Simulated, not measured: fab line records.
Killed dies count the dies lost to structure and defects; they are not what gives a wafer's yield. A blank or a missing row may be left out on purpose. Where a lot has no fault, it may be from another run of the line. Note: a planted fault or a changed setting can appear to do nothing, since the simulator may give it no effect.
Which tool did it? + flow nandHarc + Sampling: 24 lots, 72 wafers, 6 of 1159 route steps

WHAT THE GAUGES READ, wafer by wafer
Not one reading of a measure or inspect step in the record can be checked against a usual standard deviation.

WHICH TOOL RAN EACH LOT (tool, then ch and the chambers of the sampled wafers, then the start)
| lot  | NHARC_A_CONTACT_ETCH_30                      | NHARC_A_CONTACT_ETCH_134           | NHARC_A_CONTACT_ETCH_136           | NHARC_A_CONTACT_ETCH_139           | NHARC_A_M0_ANNEAL_30            | NHARC_A_M0_CMP_23             |
|------|----------------------------------------------|------------------------------------|------------------------------------|------------------------------------|---------------------------------|-------------------------------|
| L077 | rieDiel-11 ch 0,1,2, day 17 08:25 or earlier | harCapEtch-01 ch 0,1, day 17 08:25 | harCapEtch-01 ch 0,1, day 17 08:42 | harCapEtch-01 ch 0,1, day 17 09:07 | rtpAnneal-02 ch 0, day 17 23:08 | cmp-01 ch 2,3, day 17 23:23   |
| L074 | rieDiel-11 ch 0,2,3, day 17 13:14 or earlier | harCapEtch-02 ch 0,1, day 17 13:14 | harCapEtch-02 ch 0,1, day 17 13:33 | harCapEtch-02 ch 0,1, day 17 13:55 | rtpAnneal-02 ch 0, day 18 05:49 | cmp-01 ch 0,1,3, day 18 06:09 |
| L075 | rieDiel-06 ch 2,3, day 17 14:03 or earlier   | harCapEtch-01 ch 0, day 17 14:03   | harCapEtch-01 ch 0, day 17 14:21   | harCapEtch-01 ch 0, day 17 14:44   | rtpAnneal-01 ch 0, day 18 06:19 | cmp-04 ch 0,2,3, day 18 06:41 |
| L079 | rieDiel-06 ch 1,2,3, day 17 16:47 or earlier | harCapEtch-02 ch 0,1, day 17 16:47 | harCapEtch-02 ch 0,1, day 17 17:05 | harCapEtch-02 ch 0,1, day 17 17:29 | rtpAnneal-02 ch 0, day 18 06:47 | cmp-01 ch 0,1,3, day 18 07:05 |
| L076 | rieDiel-11 ch 1,3, day 17 17:19 or earlier   | harCapEtch-01 ch 0,1, day 17 17:19 | harCapEtch-01 ch 0,1, day 17 17:39 | harCapEtch-01 ch 0,1, day 17 18:01 | rtpAnneal-02 ch 0, day 18 07:36 | cmp-01 ch 1,3, day 18 07:56   |
| L078 | rieDiel-09 ch 1,2,3, day 17 18:38 or earlier | harCapEtch-03 ch 0, day 17 18:38   | harCapEtch-03 ch 0, day 17 18:56   | harCapEtch-03 ch 0, day 17 19:20   | rtpAnneal-02 ch 0, day 18 08:16 | cmp-03 ch 1,2,3, day 18 08:38 |
| L080 | rieDiel-09 ch 1,2,3, day 18 07:29 or earlier | harCapEtch-03 ch 0,1, day 18 07:29 | harCapEtch-03 ch 0,1, day 18 07:47 | harCapEtch-03 ch 0,1, day 18 08:11 | rtpAnneal-02 ch 0, day 18 21:43 | cmp-01 ch 1,2,3, day 18 21:59 |
| L081 | rieDiel-11 ch 1,2, day 18 16:02 or earlier   | harCapEtch-03 ch 0,1, day 18 16:02 | harCapEtch-03 ch 0,1, day 18 16:21 | harCapEtch-03 ch 0,1, day 18 16:43 | rtpAnneal-01 ch 0, day 19 06:32 | cmp-01 ch 1,2, day 19 06:53   |
| L083 | rieDiel-11 ch 0,1,2, day 18 17:10 or earlier | harCapEtch-02 ch 0,1, day 18 17:10 | harCapEtch-02 ch 0,1, day 18 17:28 | harCapEtch-02 ch 0,1, day 18 17:52 | rtpAnneal-01 ch 0, day 19 07:41 | cmp-04 ch 1,3, day 19 07:56   |
| L082 | rieDiel-11 ch 0,3, day 18 22:32 or earlier   | harCapEtch-02 ch 0,1, day 18 22:32 | harCapEtch-02 ch 0,1, day 18 22:52 | harCapEtch-02 ch 0,1, day 18 23:13 | rtpAnneal-02 ch 0, day 19 08:46 | cmp-04 ch 1,2, day 19 09:07   |
| L085 | rieDiel-09 ch 0,1,3, day 19 09:34 or earlier | harCapEtch-03 ch 0,1, day 19 09:34 | harCapEtch-03 ch 0,1, day 19 09:53 | harCapEtch-03 ch 0,1, day 19 10:16 | rtpAnneal-02 ch 0, day 20 00:37 | cmp-04 ch 0,2,3, day 20 00:56 |
| L084 | rieDiel-11 ch 0,2,3, day 19 11:19 or earlier | harCapEtch-02 ch 0, day 19 11:19   | harCapEtch-02 ch 0, day 19 11:38   | harCapEtch-02 ch 0, day 19 12:00   | rtpAnneal-02 ch 0, day 20 01:16 | cmp-01 ch 0,2,3, day 20 01:40 |
| L086 | rieDiel-09 ch 0,2, day 19 21:39 or earlier   | harCapEtch-01 ch 0,1, day 19 21:39 | harCapEtch-01 ch 0,1, day 19 22:04 | harCapEtch-01 ch 0,1, day 19 22:34 | rtpAnneal-02 ch 0, day 20 15:38 | cmp-03 ch 0,1,3, day 20 15:59 |
| L087 | rieDiel-06 ch 0,1,3, day 19 21:35 or earlier | harCapEtch-02 ch 0,1, day 19 21:35 | harCapEtch-02 ch 0,1, day 19 21:54 | harCapEtch-02 ch 0,1, day 19 22:16 | rtpAnneal-01 ch 0, day 20 10:22 | cmp-01 ch 0,1,3, day 20 10:44 |
| L090 | rieDiel-11 ch 1,2, day 20 15:50 or earlier   | harCapEtch-03 ch 0,1, day 20 15:50 | harCapEtch-03 ch 0,1, day 20 16:16 | harCapEtch-03 ch 0,1, day 20 16:40 | rtpAnneal-02 ch 0, day 21 07:35 | cmp-01 ch 0,2,3, day 21 07:59 |
| L089 | rieDiel-11 ch 0,2, day 20 17:24 or earlier   | harCapEtch-02 ch 0,1, day 20 17:24 | harCapEtch-02 ch 0,1, day 20 17:43 | harCapEtch-02 ch 0,1, day 20 18:05 | rtpAnneal-01 ch 0, day 21 10:10 | cmp-04 ch 0,1,2, day 21 10:30 |
| L088 | rieDiel-11 ch 0,1,2, day 21 02:54 or earlier | harCapEtch-02 ch 0,1, day 21 02:54 | harCapEtch-02 ch 0,1, day 21 03:13 | harCapEtch-02 ch 0,1, day 21 03:35 | rtpAnneal-01 ch 0, day 21 16:52 | cmp-03 ch 2,3, day 21 17:10   |
| L091 | rieDiel-06 ch 0,2,3, day 21 04:03 or earlier | harCapEtch-01 ch 0,1, day 21 04:03 | harCapEtch-01 ch 0,1, day 21 04:20 | harCapEtch-01 ch 0,1, day 21 04:45 | rtpAnneal-01 ch 0, day 21 22:02 | cmp-03 ch 0,1,2, day 21 22:17 |
| L093 | rieDiel-09 ch 0,2,3, day 21 08:07 or earlier | harCapEtch-02 ch 0,1, day 21 08:07 | harCapEtch-02 ch 0,1, day 21 08:24 | harCapEtch-02 ch 0,1, day 21 08:49 | rtpAnneal-02 ch 0, day 22 04:03 | cmp-01 ch 1,2, day 22 04:32   |
| L092 | rieDiel-06 ch 1,2,3, day 21 09:37 or earlier | harCapEtch-01 ch 0,1, day 21 09:37 | harCapEtch-01 ch 0,1, day 21 09:55 | harCapEtch-01 ch 0,1, day 21 10:19 | rtpAnneal-02 ch 0, day 22 05:15 | cmp-03 ch 1,2,3, day 22 05:33 |
| L096 | rieDiel-09 ch 0,1,2, day 22 09:27 or earlier | harCapEtch-01 ch 0,1, day 22 09:27 | harCapEtch-01 ch 0,1, day 22 09:44 | harCapEtch-01 ch 0,1, day 22 10:09 | rtpAnneal-01 ch 0, day 22 21:41 | cmp-04 ch 0,1,3, day 22 21:55 |
| L094 | rieDiel-11 ch 0,2,3, day 22 09:49 or earlier | harCapEtch-03 ch 0,1, day 22 09:49 | harCapEtch-03 ch 0,1, day 22 10:08 | harCapEtch-03 ch 0,1, day 22 10:30 | rtpAnneal-01 ch 0, day 22 21:02 | cmp-01 ch 0,1,3, day 22 21:20 |
| L095 | rieDiel-09 ch 0,1,3, day 22 12:28 or earlier | harCapEtch-01 ch 0,1, day 22 12:28 | harCapEtch-01 ch 0,1, day 22 12:46 | harCapEtch-01 ch 0,1, day 22 13:10 | rtpAnneal-02 ch 0, day 22 23:55 | cmp-04 ch 0,1,3, day 23 00:13 |
| L097 | rieDiel-09 ch 0,1, day 22 15:04 or earlier   | harCapEtch-02 ch 0,1, day 22 15:04 | harCapEtch-02 ch 0,1, day 22 15:21 | harCapEtch-02 ch 0,1, day 22 15:46 | rtpAnneal-02 ch 0, day 23 02:49 | cmp-03 ch 1,2, day 23 03:05   |
- NHARC_A_CONTACT_ETCH_30: etches the open film in CF4/CHF3, target depth 60.5 nm, time 30.2 s.
- NHARC_A_CONTACT_ETCH_134: etches the open film in C4F8/O2/Ar, time 140 s, target depth 700 nm.
- NHARC_A_CONTACT_ETCH_136: etches the open film in C4F8/O2/Ar, time 132 s, target depth 1287 nm.
- NHARC_A_CONTACT_ETCH_139: etches the open film in C4F8/O2/Ar, time 137 s, target depth 590 nm.
- NHARC_A_M0_ANNEAL_30: time 90 s.
- NHARC_A_M0_CMP_23: polishes, t overpolish 20 s, target thk 113.75 nm.

WHAT THE TOOLS THEMSELVES READ (means of the sampled wafers that have a number; where no wafer has one, the mark that the record gives instead)
NHARC_A_CONTACT_ETCH_30. Usual: drypumpMotorCurrentA 5.6 A, standard deviation 0.44; oesProductAu 0.933 a.u., standard deviation 0.019; rfVppV 371.0 V, standard deviation 2.1; showerheadPlenumPTorr 1.58 Torr, standard deviation 0.06; throttleValvePct 16.802 %, standard deviation 0.0084.
| lot  | tool       | drypumpMotorCurrentA (A) | oesProductAu (a.u.) | rfVppV (V) | showerheadPlenumPTorr (Torr) | throttleValvePct (%) | flag |
|------|------------|--------------------------|---------------------|------------|------------------------------|----------------------|------|
| L077 | rieDiel-11 | 5.4                      | 0.972               | 370.1      | 1.58                         | 16.796               |      |
| L074 | rieDiel-11 | 5.4                      | 0.934               | 370.7      | 1.59                         | 16.800               |      |
| L075 | rieDiel-06 | 5.7                      | 0.935               | 371.0      | 1.59                         | 16.800               |      |
| L079 | rieDiel-06 | 5.7                      | 0.927               | 370.8      | 1.57                         | 16.803               |      |
| L076 | rieDiel-11 | 5.7                      | 0.923               | 374.5      | 1.64                         | 16.802               |      |
| L078 | rieDiel-09 | 6.1                      | 0.926               | 371.9      | 1.59                         | 16.797               |      |
| L080 | rieDiel-09 | 6.1                      | 0.925               | 370.6      | 1.59                         | 16.803               |      |
| L081 | rieDiel-11 | 5.6                      | 0.924               | 371.5      | 1.63                         | 16.799               |      |
| L083 | rieDiel-11 | 5.4                      | 0.924               | 371.2      | 1.58                         | 16.796               |      |
| L082 | rieDiel-11 | 5.3                      | 0.919               | 368.7      | 1.54                         | 16.802               |      |
| L085 | rieDiel-09 | 5.6                      | 0.974               | 371.5      | 1.58                         | 16.807               |      |
| L084 | rieDiel-11 | 5.4                      | 0.932               | 370.8      | 1.59                         | 16.800               |      |
| L086 | rieDiel-09 | 5.7                      | 0.922               | 370.6      | 1.58                         | 16.805               |      |
| L087 | rieDiel-06 | 5.9                      | 0.917               | 370.9      | 1.60                         | 16.802               |      |
| L090 | rieDiel-11 | 5.6                      | 0.934               | 372.6      | 1.63                         | 16.797               |      |
| L089 | rieDiel-11 | 5.2                      | 0.973               | 370.3      | 1.53                         | 16.806               |      |
| L088 | rieDiel-11 | 5.4                      | 0.920               | 370.6      | 1.58                         | 16.801               |      |
| L091 | rieDiel-06 | 5.6                      | 0.930               | 372.3      | 1.62                         | 16.801               |      |
| L093 | rieDiel-09 | 5.8                      | 0.920               | 371.1      | 1.57                         | 16.800               |      |
| L092 | rieDiel-06 | 5.7                      | 0.960               | 369.9      | 1.56                         | 16.803               |      |
| L096 | rieDiel-09 | 5.6                      | 0.939               | 370.8      | 1.57                         | 16.804               |      |
| L094 | rieDiel-11 | 5.4                      | 0.939               | 371.4      | 1.59                         | 16.803               |      |
| L095 | rieDiel-09 | 5.6                      | 0.915               | 369.7      | 1.57                         | 16.810               |      |
| L097 | rieDiel-09 | 5.4                      | 0.915               | 371.1      | 1.57                         | 16.807               |      |

NHARC_A_M0_ANNEAL_30. Usual: annealTempC 225.01 C, standard deviation 0.18; wafer_temp_C_max 226.3, standard deviation 0.45.
| lot  | tool         | annealTempC (C) | wafer_temp_C_max | flag |
|------|--------------|-----------------|------------------|------|
| L077 | rtpAnneal-02 | 224.85          | 226.4            |      |
| L074 | rtpAnneal-02 | 224.95          | 226.3            |      |
| L075 | rtpAnneal-01 | 225.06          | 226.0            |      |
| L079 | rtpAnneal-02 | 225.12          | 226.7            |      |
| L076 | rtpAnneal-02 | 224.66          | 226.6            |      |
| L078 | rtpAnneal-02 | 225.10          | 226.3            |      |
| L080 | rtpAnneal-02 | 225.05          | 226.5            |      |
| L081 | rtpAnneal-01 | 224.74          | 225.7            |      |
| L083 | rtpAnneal-01 | 225.03          | 225.9            |      |
| L082 | rtpAnneal-02 | 224.92          | 226.2            |      |
| L085 | rtpAnneal-02 | 225.00          | 226.2            |      |
| L084 | rtpAnneal-02 | 224.81          | 226.8            |      |
| L086 | rtpAnneal-02 | 224.95          | 226.4            |      |
| L087 | rtpAnneal-01 | 225.09          | 225.7            |      |
| L090 | rtpAnneal-02 | 225.10          | 226.6            |      |
| L089 | rtpAnneal-01 | 225.16          | 225.9            |      |
| L088 | rtpAnneal-01 | 225.26          | 226.1            |      |
| L091 | rtpAnneal-01 | 224.93          | 226.0            |      |
| L093 | rtpAnneal-02 | 225.08          | 226.4            |      |
| L092 | rtpAnneal-02 | 224.96          | 226.7            |      |
| L096 | rtpAnneal-01 | 225.23          | 225.8            |      |
| L094 | rtpAnneal-01 | 225.20          | 225.9            |      |
| L095 | rtpAnneal-02 | 224.95          | 226.5            |      |
| L097 | rtpAnneal-02 | 225.03          | 226.7            |      |

NHARC_A_M0_CMP_23. Usual: motorCurrentA 12.7 A, standard deviation 1.1; slurryFlowMlMin 150.1, standard deviation 0.47; timeToEndpointS 27 s, standard deviation 3.1.
| lot  | tool   | motorCurrentA (A) | slurryFlowMlMin | timeToEndpointS (s) | flag |
|------|--------|-------------------|-----------------|---------------------|------|
| L077 | cmp-01 | 13.3              | 149.9           | 27                  |      |
| L074 | cmp-01 | 12.2              | 149.6           | 28                  |      |
| L075 | cmp-04 | 13.5              | 150.1           | 27                  |      |
| L079 | cmp-01 | 12.6              | 150.1           | 25                  |      |
| L076 | cmp-01 | 13.1              | 149.9           | 30                  |      |
| L078 | cmp-03 | 12.4              | 150.2           | 27                  |      |
| L080 | cmp-01 | 13.3              | 150.3           | 31                  |      |
| L081 | cmp-01 | 12.7              | 150.0           | 30                  |      |
| L083 | cmp-04 | 13.0              | 149.7           | 30                  |      |
| L082 | cmp-04 | 12.4              | 149.8           | 29                  |      |
| L085 | cmp-04 | 13.3              | 150.2           | 28                  |      |
| L084 | cmp-01 | 12.2              | 150.0           | 28                  |      |
| L086 | cmp-03 | 12.5              | 150.4           | 26                  |      |
| L087 | cmp-01 | 12.2              | 150.0           | 29                  |      |
| L090 | cmp-01 | 12.5              | 149.7           | 27                  |      |
| L089 | cmp-04 | 12.9              | 150.2           | 28                  |      |
| L088 | cmp-03 | 12.1              | 150.2           | 23                  |      |
| L091 | cmp-03 | 12.2              | 150.4           | 24                  |      |
| L093 | cmp-01 | 12.9              | 150.2           | 30                  |      |
| L092 | cmp-03 | 12.7              | 149.8           | 22                  |      |
| L096 | cmp-04 | 12.4              | 149.9           | 28                  |      |
| L094 | cmp-01 | 12.9              | 150.0           | 28                  |      |
| L095 | cmp-04 | 12.1              | 150.1           | 28                  |      |
| L097 | cmp-03 | 12.6              | 150.2           | 23                  |      |

THE ANSWER, worked out from the rows above alone
Rule: take the mean of a lot's wafers that have a number; if it is more than 3 standard deviations from the usual mean, the lot is off. A lot without any number at a reading at which 4 lots or more have one is off too. The other lots that the step has rows for count as sound. After the gauges, taken in route order, come the tools' own readings; for these a lot's mean is taken, as printed above. The first step at which some lot is off is used, and at that step the reading that is off furthest; a lot without a number counts as furthest.
No lot is off at any reading shown: from this, nothing can be told.

WHAT HAD BEEN PUT IN BY THE SIMULATOR
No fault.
